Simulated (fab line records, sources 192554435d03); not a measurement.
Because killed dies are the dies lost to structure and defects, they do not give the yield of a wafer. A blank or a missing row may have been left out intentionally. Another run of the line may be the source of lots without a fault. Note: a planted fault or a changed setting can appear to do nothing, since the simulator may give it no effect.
Tool commonality check + flow n5Finfet + Sample size 12 lots and 36 wafers

## REASON IT WAS OPENED
Flagged at N5_BEOL_M13_INSPECT_30: reading rawDefectCount, on 2 of 12 lots. Fault-free wafers read 2.1, with a standard deviation of 1.4.
Rule: a lot gets a flag if all its wafers with a number sit over 4 standard deviations from that mean, or if no wafer of it has a number. The rest of the lots are taken to be sound.

| lot  | measured     | on               | rawDefectCount, wafer by wafer | flag    |
|------|--------------|------------------|--------------------------------|---------|
| L125 | day 10 09:28 | defectInspect-01 | 0 1 2                          |         |
| L126 | day 10 20:19 | defectInspect-01 | 3 3 2                          |         |
| L129 | day 11 09:38 | defectInspect-01 | 0 0 2                          |         |
| L128 | day 11 10:41 | defectInspect-01 | 4 3 2                          |         |
| L127 | day 11 11:32 | defectInspect-02 | 1 1 1                          |         |
| L130 | day 11 15:44 | defectInspect-01 | 1 2 3                          |         |
| L131 | day 11 23:40 | defectInspect-02 | 3 1 0                          |         |
| L133 | day 12 15:34 | defectInspect-01 | 290 271 286                    | FLAGGED |
| L135 | day 12 20:47 | defectInspect-02 | 286 >300 >300                  | FLAGGED |
| L142 | day 15 12:28 | defectInspect-01 | 0 1 0                          |         |
| L146 | day 15 22:12 | defectInspect-02 | 0 3 1                          |         |
| L148 | day 16 14:16 | defectInspect-01 | 2 3 1                          |         |
On average the flagged lots read 283.2, which is +281.1 against the usual, or +99 or more standard deviations.

## EACH LOT AND THE TOOL IT RAN ON
The record holds 1 process step before the reading, out of a route of 1938 steps. Read each cell as the tool, then ch plus the chambers that the sampled wafers visited, then the start.
| lot  | flag    | N5_BEOL_M13_STRIP_63                |
|------|---------|-------------------------------------|
| L125 |         | plasmaAsher-02 ch 0,1, day 10 08:51 |
| L126 |         | plasmaAsher-02 ch 0,1, day 10 19:35 |
| L129 |         | plasmaAsher-02 ch 0,1, day 11 09:03 |
| L128 |         | plasmaAsher-01 ch 0,1, day 11 10:05 |
| L127 |         | plasmaAsher-02 ch 0,1, day 11 10:56 |
| L130 |         | plasmaAsher-02 ch 0,1, day 11 15:08 |
| L131 |         | plasmaAsher-01 ch 1, day 11 23:04   |
| L133 | FLAGGED | plasmaAsher-01 ch 0,1, day 12 14:58 |
| L135 | FLAGGED | plasmaAsher-01 ch 0,1, day 12 20:05 |
| L142 |         | plasmaAsher-02 ch 0,1, day 15 11:53 |
| L146 |         | plasmaAsher-02 ch 0,1, day 15 21:37 |
| L148 |         | plasmaAsher-02 ch 0,1, day 16 13:41 |
These steps, and what they do:
- N5_BEOL_M13_STRIP_63: strips in N2/H2.
- N5_BEOL_M13_INSPECT_30: inspects for defects (macro).

## FLAGGED OVER TOTAL, TOOL BY TOOL (the gauges that took the reading come last)
| step                   | tool             | lots run | flagged | share of the flagged lots | sound lots run after its first flagged lot |
|------------------------|------------------|----------|---------|---------------------------|--------------------------------------------|
| N5_BEOL_M13_STRIP_63   | plasmaAsher-01   | 4        | 2       | all                       | 0                                          |
| N5_BEOL_M13_STRIP_63   | plasmaAsher-02   | 8        | 0       | none                      | -                                          |
| N5_BEOL_M13_INSPECT_30 | defectInspect-01 | 8        | 1       | some                      | 2 (L142,L148)                              |
| N5_BEOL_M13_INSPECT_30 | defectInspect-02 | 4        | 1       | some                      | 1 (L146)                                   |

## WHAT THE TABLE PERMITS
1 row of the table ran every flagged lot: plasmaAsher-01 at N5_BEOL_M13_STRIP_63.
- plasmaAsher-01 at N5_BEOL_M13_STRIP_63: 2 of its 4 lots flagged. It ran its last sound lot, L131, at day 11 23:04 and its first flagged lot, L133, at day 12 14:58: a fault with its onset between the two fits.
plasmaAsher-01 at N5_BEOL_M13_STRIP_63 is the single tool remaining.

## WHAT THE SIMULATOR PUT IN
Chamber particle source: plasmaAsher-01, from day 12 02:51 on, at N5_BEOL_M13_STRIP_63. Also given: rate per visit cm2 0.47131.
Struck lots among those shown: L133, L135. The rule given above showed the same thing.
